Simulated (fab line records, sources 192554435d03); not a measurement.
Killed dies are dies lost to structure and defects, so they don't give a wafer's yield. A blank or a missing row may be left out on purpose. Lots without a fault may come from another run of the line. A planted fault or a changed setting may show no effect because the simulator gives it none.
A struck lot beside a sound one | flow n5_finfet | 17 steps out of a route of 1938
Sound: wafers L478.1, L478.2, L478.6. Struck: wafers L484.3, L484.5, L484.6. The cause comes at the end.
At each step with rows: each side's tool, then ch and its chambers, then its first start. Under that, the readings that differ: sound wafers | struck wafers | difference of the means | sigmas: that difference in standard deviations of wafers without a fault.
alike: readings whose means differ by less than 2 such deviations, and words and numbers that are the same on both sides. not compared: withheld readings, readings that some wafer has no value for, bounds like >300 that may hide the same value, and numbers for which the record gives no deviation and whose values overlap.
The two part at a step that has a row with sigmas, a row that says differs or no value, or rows on one side only. Numbers that don't overlap but have no deviation are shown without sigmas and don't part them. A reading that every wafer of one side lacks parts them only if that side has two wafers or more.

first, 1 step without rows for these wafers: N5_GATE_CUT_SRD_32 (time 30 s).
N5_GATE_CUT_SAC_CAP_01: material SiNx, target thk 24 nm, pulse time 1 s, ald cycles 480.
  sound on ald_sin-04 ch 0,1,2, day 6 07:44; struck on ald_sin-03 ch 1,2, day 7 21:37
  alike: heater_power_w, precursor_pulse_height_rel
N5_GATE_CUT_PECVD_57: deposits SiNx from SiH4/NH3/N2, target thk 21 nm.
  sound on pecvd-03 ch 0,1,2, day 6 09:56; struck on pecvd-03 ch 0,2, day 7 23:49
  alike: heater_power_w, showerhead_plenum_p_Torr, throttle_valve_pct
N5_GATE_CUT_CMP_02: polishes, stops on SiO2, t overpolish 12.7 s, target thk 0 nm.
  sound on cmp-03 ch 2,3, day 6 10:02; struck on cmp-04 ch 0,1,3, day 8 00:00
  alike: motor_current_A, overpolish_run_s, time_to_endpoint_s
  not compared: pad_life_wafers
N5_GATE_CUT_HM_DEP_46: deposits SiO2 from TEOS/O2, target thk 130 nm, time 26.6 s.
  sound on pecvd-01 ch 0,1,2, day 6 10:20; struck on pecvd-03 ch 0,1, day 8 00:13
  alike: heater_power_w, showerhead_plenum_p_Torr, throttle_valve_pct
then, 6 steps without rows for these wafers: N5_GATE_CUT_COAT_34 (time 60 s, resist thk 60 nm); N5_GATE_CUT_COAT_35 (time 60 s, resist thk 10 nm); N5_GATE_CUT_COAT_27 (time 60 s, resist thk 10 nm); N5_GATE_CUT_COAT_07 (resist thk 30 nm); N5_GATE_CUT_EBR_09; N5_GATE_CUT_SOFTBAKE_08 (time 60 s).
N5_GATE_CUT_EXPOSE_10: exposes mask GATE CUT, target cd 20 nm.
  sound on euv_scanner-02 ch 0, day 6 10:32; struck on euv_scanner-01 ch 0, day 8 00:26
  reading                          | sound       | struck      | difference | sigmas
  model.GATE_CUT.overlay_x_nm (nm) | 0.4 0.4 0.4 | 4.8 4.8 4.8 | +4.4       |
  alike: mask
then, 2 steps without rows for these wafers: N5_GATE_CUT_PEB_11 (peb time 60 s); N5_GATE_CUT_DEVELOP_12 (develop time 30 s).
N5_GATE_CUT_CD_MEAS_13: target cd 20 nm.
  sound on cd_sem-01 ch 0, day 6 10:40; struck on cd_sem-02 ch 0, day 8 00:33
  alike: cd_nm
N5_GATE_CUT_OVL_MEAS_14:
  sound on overlay-01 ch 0, day 6 10:42; struck on overlay-02 ch 0, day 8 00:35
  reading           | sound         | struck      | difference | sigmas
  GATE_CUT_OVL (nm) | 0.5 -0.4 -1.2 | 4.1 2.7 4.2 | +4.0       | +6
N5_GATE_CUT_INSPECT_15: inspects for defects (brightfield).
  sound on defect_inspect-01, day 6 10:46; struck on defect_inspect-01, day 8 00:38
  alike: raw_defect_count

WHERE THEY PART
Only at N5_GATE_CUT_OVL_MEAS_14, within this record. Later steps at which nothing parts them and some readings are alike: N5_GATE_CUT_INSPECT_15.

WHY: what the simulator had put in
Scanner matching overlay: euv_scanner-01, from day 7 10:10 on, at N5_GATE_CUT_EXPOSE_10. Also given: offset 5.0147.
